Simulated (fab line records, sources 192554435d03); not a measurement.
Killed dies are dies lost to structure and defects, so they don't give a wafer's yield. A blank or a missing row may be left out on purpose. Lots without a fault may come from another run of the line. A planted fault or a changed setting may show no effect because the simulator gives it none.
Chamber matching | flow n5_finfet | N5_DUMMY_GATE_ETCH_32 on rie_si-05: 4 sister chambers
The step etches SiO2 in CF4, target depth 3.5 nm, time 3.9 s. 4 wafers are shown with their chamber, then 7 later ones without.

WAFERS WITH THEIR CHAMBER
wafer  | chamber | throttle_valve_pct (%)
L080.1 | 0       | 21.45
L080.6 | 3       | 21.76
L082.1 | 1       | 21.49
L082.4 | 2       | 22.33

WAFERS WITHOUT THEIR CHAMBER
wafer  | throttle_valve_pct (%)
L082.6 | 21.46
L083.1 | 22.33
L083.2 | 21.42
L083.5 | 21.72
L089.4 | 21.44
L089.5 | 21.75
L089.6 | 21.46

WHICH CHAMBER EACH WENT THROUGH
wafer  | from the rows above     | in truth
L082.6 | can't be placed: 0 or 1 | 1
L083.1 | 2                       | 2
L083.2 | can't be placed: 0 or 1 | 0
L083.5 | 3                       | 3
L089.4 | can't be placed: 0 or 1 | 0
L089.5 | 3                       | 3
L089.6 | can't be placed: 0 or 1 | 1
Placed correctly: 3 of 7. Can't be placed from these rows: 4 (the true chamber is among the candidates in 4). Placed wrongly: 0.
How it was worked out, from the rows above alone: a wafer's distance from a chamber is the root of the sum, over the readings, of the square of ((its reading less the chamber's mean) divided by the reading's scatter). The wafer belongs to the nearest chamber; if the next one is less than 2 further off, it can't be placed. A chamber's mean is the mean of its shown wafers. The scatter: with one shown wafer a chamber, the root of the mean of the squares of how far each hidden wafer lies from its nearest shown one.
